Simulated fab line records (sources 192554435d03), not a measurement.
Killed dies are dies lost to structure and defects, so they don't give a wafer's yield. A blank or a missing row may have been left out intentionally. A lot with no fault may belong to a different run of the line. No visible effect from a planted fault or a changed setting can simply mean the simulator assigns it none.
Matching of chambers || flow n5Finfet || N5_SDB_CMP_30 on cmp-03: 4 sister chambers
The step polishes, stops on poly-Si, t overpolish 1.54 s, target thk 30 nm. 14 wafers are shown with their chamber, then 7 later ones without.

== WAFERS PAIRED WITH THEIR CHAMBERS ==
{"wafer": "L078.1", "chamber": 1, "motorCurrentA (A)": 12.1, "timeToEndpointS (s)": 17.6, "platenRpm (rpm)": 51.80}
{"wafer": "L078.2", "chamber": 2, "motorCurrentA (A)": 14.4, "timeToEndpointS (s)": 16.6, "platenRpm (rpm)": 51.83}
{"wafer": "L078.4", "chamber": 0, "motorCurrentA (A)": 12.1, "timeToEndpointS (s)": 18.0, "platenRpm (rpm)": 51.76}
{"wafer": "L083.1", "chamber": 0, "motorCurrentA (A)": 12.3, "timeToEndpointS (s)": 20.4, "platenRpm (rpm)": 51.79}
{"wafer": "L083.4", "chamber": 3, "motorCurrentA (A)": 14.6, "timeToEndpointS (s)": 18.5, "platenRpm (rpm)": 51.74}
{"wafer": "L083.5", "chamber": 0, "motorCurrentA (A)": 13.0, "timeToEndpointS (s)": 21.2, "platenRpm (rpm)": 51.82}
{"wafer": "L084.2", "chamber": 2, "motorCurrentA (A)": 14.4, "timeToEndpointS (s)": 14.9, "platenRpm (rpm)": 51.79}
{"wafer": "L084.3", "chamber": 1, "motorCurrentA (A)": 11.4, "timeToEndpointS (s)": 14.0, "platenRpm (rpm)": 51.80}
{"wafer": "L084.6", "chamber": 1, "motorCurrentA (A)": 11.5, "timeToEndpointS (s)": 17.2, "platenRpm (rpm)": 51.83}
{"wafer": "L086.3", "chamber": 0, "motorCurrentA (A)": 12.7, "timeToEndpointS (s)": 21.0, "platenRpm (rpm)": 51.85}
{"wafer": "L086.4", "chamber": 3, "motorCurrentA (A)": 14.3, "timeToEndpointS (s)": 21.3, "platenRpm (rpm)": 51.77}
{"wafer": "L086.5", "chamber": 0, "motorCurrentA (A)": 12.6, "timeToEndpointS (s)": 20.8, "platenRpm (rpm)": 51.86}
{"wafer": "L090.1", "chamber": 3, "motorCurrentA (A)": 15.2, "timeToEndpointS (s)": 16.8, "platenRpm (rpm)": 51.81}
{"wafer": "L090.4", "chamber": 2, "motorCurrentA (A)": 15.0, "timeToEndpointS (s)": 18.3, "platenRpm (rpm)": 51.82}

SIGNATURES, as means of the wafers listed above
{"reading": "motorCurrentA", "chamber 0": 12.540, "chamber 1": 11.667, "chamber 2": 14.600, "chamber 3": 14.700, "scatter within a chamber": 0.379}
{"reading": "timeToEndpointS", "chamber 0": 20.280, "chamber 1": 16.267, "chamber 2": 16.600, "chamber 3": 18.867, "scatter within a chamber": 1.75}
{"reading": "platenRpm", "chamber 0": 51.8160, "chamber 1": 51.8100, "chamber 2": 51.8133, "chamber 3": 51.7733, "scatter within a chamber": 0.0329}
Rule: distance of a wafer from a chamber = root of the sum over the readings of ((wafer's reading minus chamber's mean) / reading's scatter) squared. If the next closest chamber is less than 2 further off than the closest, the wafer can't be placed; otherwise it belongs to the closest. The scatter: take each reading less its chamber's mean, square it, sum over the shown wafers, divide by the number of wafers less the number of chambers, and take the root.

== WAFERS MISSING THEIR CHAMBER ==
{"wafer": "L090.5", "motorCurrentA (A)": 15.2, "timeToEndpointS (s)": 19.3, "platenRpm (rpm)": 51.74}
{"wafer": "L092.2", "motorCurrentA (A)": 12.7, "timeToEndpointS (s)": 17.1, "platenRpm (rpm)": 51.82}
{"wafer": "L092.5", "motorCurrentA (A)": 12.2, "timeToEndpointS (s)": 15.6, "platenRpm (rpm)": 51.78}
{"wafer": "L092.6", "motorCurrentA (A)": 11.1, "timeToEndpointS (s)": 19.9, "platenRpm (rpm)": 51.79}
{"wafer": "L094.1", "motorCurrentA (A)": 12.3, "timeToEndpointS (s)": 17.9, "platenRpm (rpm)": 51.76}
{"wafer": "L094.4", "motorCurrentA (A)": 15.0, "timeToEndpointS (s)": 16.4, "platenRpm (rpm)": 51.79}
{"wafer": "L094.6", "motorCurrentA (A)": 11.7, "timeToEndpointS (s)": 19.8, "platenRpm (rpm)": 51.77}

== CHAMBER TAKEN BY EACH ==
{"wafer": "L090.5", "from the rows above": "can't be placed: 3 or 2", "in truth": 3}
{"wafer": "L092.2", "from the rows above": "can't be placed: 0 or 1", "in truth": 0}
{"wafer": "L092.5", "from the rows above": "can't be placed: 1 or 0", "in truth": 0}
{"wafer": "L092.6", "from the rows above": "can't be placed: 1 or 0", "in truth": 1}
{"wafer": "L094.1", "from the rows above": "can't be placed: 0 or 1", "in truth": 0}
{"wafer": "L094.4", "from the rows above": "can't be placed: 2 or 3", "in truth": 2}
{"wafer": "L094.6", "from the rows above": "can't be placed: 1 or 0", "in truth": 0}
Correctly placed: 0 of 7. Can't be placed from these rows: 7 (the true chamber is among the candidates in 7). 0 placed wrongly.
